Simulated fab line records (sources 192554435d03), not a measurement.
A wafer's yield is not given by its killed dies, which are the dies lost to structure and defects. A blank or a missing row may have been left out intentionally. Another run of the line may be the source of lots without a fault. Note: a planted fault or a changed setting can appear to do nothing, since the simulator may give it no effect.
A struck lot beside a sound one / flow n5_finfet / 25 steps out of a route of 1938
Sound: the wafers L436.4, L436.5, L436.6. Wafers struck: L431.1, L431.4, L431.6. At the end, the cause is stated.
For every step that has rows: the tool of each side, followed by ch and its chambers, followed by its first start. Under that, the readings that differ: sound wafers / struck wafers / difference of the means / sigmas: that difference in standard deviations of wafers without a fault.
alike: a reading whose means differ by less than 2 such deviations, as well as words and numbers matching on both sides. not compared: withheld readings; readings where some wafer has no value; bounds like >300 that might hide an equal value; numbers whose values overlap and for which the record gives no deviation.
The two part at a step that has a row with sigmas, a row that says differs or no value, or rows on one side only. Numbers that have no deviation but don't overlap get no sigmas and don't part them. A reading that every wafer of one side lacks parts them only if that side has two wafers or more.

first, 10 steps without rows for these wafers: N5_FIN_SAQP_PRECLEAN_44 (cleans in SC2, time 45 s); N5_FIN_SAQP_SRD_01 (time 30 s); N5_FIN_SAQP_ALD_61 (deposits SiO2, target thk 4 nm, pulse time 1 s, purge time 2 s); N5_FIN_SAQP_DENSIFY_62 (time 60 s); N5_FIN_SAQP_HM_DEP_03 (deposits SiNx from SiH4/NH3/N2, target thk 38 nm, time 33.6 s); N5_FIN_SAQP_PECVD_47 (deposits a-Si from SiH4/He, target thk 45 nm, time 36.3 s); N5_FIN_SAQP_PECVD_48 (deposits SiNx from SiH4/NH3/N2, target thk 25 nm, time 22.1 s); N5_FIN_SAQP_PECVD_06 (deposits a-Si from SiH4/He, target thk 60 nm, time 48.1 s); N5_FIN_SAQP_HM_DEP_72 (deposits SiO2 from SiH4/N2O, target thk 12 nm, time 7.2 s); N5_FIN_SAQP_COAT_49 (time 60 s, resist thk 100 nm).
N5_FIN_SAQP_COAT_50: time 60 s, resist thk 35 nm.
  sound on litho_track-02 ch 0, day 6 08:46; struck on litho_track-01 ch 0, day 5 04:37
reading=spin_speed_rpm (rpm); sound=1500.0 1500.0 1499.8; struck=1618.4 1619.1 1619.1; difference=+118.9; sigmas=+99 or more
reading=model.SiARC_of_FIN_SAQP_COAT_50.thk_nm (nm); sound=34.83 34.87 34.91; struck=33.84 33.71 33.88; difference=-1.06; sigmas=
then, 7 steps without rows for these wafers: N5_FIN_SAQP_COAT_10 (resist thk 90 nm); N5_FIN_SAQP_EBR_12; N5_FIN_SAQP_SOFTBAKE_11 (time 60 s); N5_FIN_SAQP_EXPOSE_13 (exposes mask FIN CORE, target cd 35.6 nm); N5_FIN_SAQP_PEB_14 (peb time 60 s); N5_FIN_SAQP_DEVELOP_15 (develop time 30 s); N5_FIN_SAQP_DESCUM_21 (chemistry O2, time 7.9 s).
N5_FIN_SAQP_ETCH_51: etches SiARC in CF4, target depth 45.5 nm, time 75.8 s.
  sound on rie_diel-04 ch 0,2,3, day 6 09:09; struck on rie_diel-04 ch 0,1, day 5 05:07
reading=model.etch.depth_nm (nm); sound=34.83 34.87 34.91; struck=33.84 33.71 33.88; difference=-1.06; sigmas=
reading=model.CAR-ArF_of_FIN_SAQP_COAT_10.thk_nm (nm); sound=50.9 50.86 50.93; struck=52.13 52.24 52.08; difference=+1.25; sigmas=
  alike: bias_w, drypump_motor_current_A, etch_rf_on_time_s, oes_product_au, rf_fwd_power_W, rf_vpp_V, showerhead_plenum_p_Torr, throttle_valve_pct
  not compared: rf_hours_counter_h
then, 2 steps without rows for these wafers: N5_FIN_SAQP_ETCH_52 (etches SOC in N2/H2, target depth 100 nm, overetch 20 nm, time 150 s); N5_FIN_SAQP_STRIP_53 (strips in N2/H2).
N5_FIN_SAQP_HM_OPEN_73: chemistry CHF3/O2, target SiO2, stops on a-Si, target depth 12 nm, time 16.8 s.
  sound on rie_diel-04 ch 0,2,3, day 6 09:19; struck on rie_diel-04 ch 0,1, day 5 05:16
reading=model.SiARC_of_FIN_SAQP_COAT_50.thk_nm (nm); sound=5.035 4.483 4.865; struck=3.907 3.875 4.217; difference=-0.795; sigmas=
  alike: bias_w, drypump_motor_current_A, oes_ar_750_au, oes_product_au, rf_fwd_power_W, rf_vpp_V, showerhead_plenum_p_Torr, throttle_valve_pct
  not compared: rf_hours_counter_h
then, 1 step without rows for these wafers: N5_FIN_SAQP_STRIP_74 (strips in CHF3/O2).
-- here the record skips 6 days between the struck wafers' starts before and after, leaving off in module FIN_SAQP and picking up in module BEOL_M4 (first step shown: number 1111 of the route) --
N5_BEOL_M4_RC_MEAS_101:
  sound on prober-02 ch 0, day 12 15:22; struck on prober-02 ch 0, day 11 12:01
  alike: DIBL_N, DIBL_P, IOFF_N, IOFF_P, ION_N, ION_P, SS_N, SS_P, VT_N, VT_P
following that, these wafers have no rows for 1 step: N5_PASSIVATION_PROBE_49.

== WHERE THEY PART ==
Only at N5_FIN_SAQP_COAT_50, within this record. Later steps at which nothing parts them and some readings are alike: N5_FIN_SAQP_ETCH_51, N5_FIN_SAQP_HM_OPEN_73, N5_BEOL_M4_RC_MEAS_101.

WHY: what the simulator had put in
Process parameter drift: litho_track-01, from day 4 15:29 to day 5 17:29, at N5_FIN_SAQP_COAT_50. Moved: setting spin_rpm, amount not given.
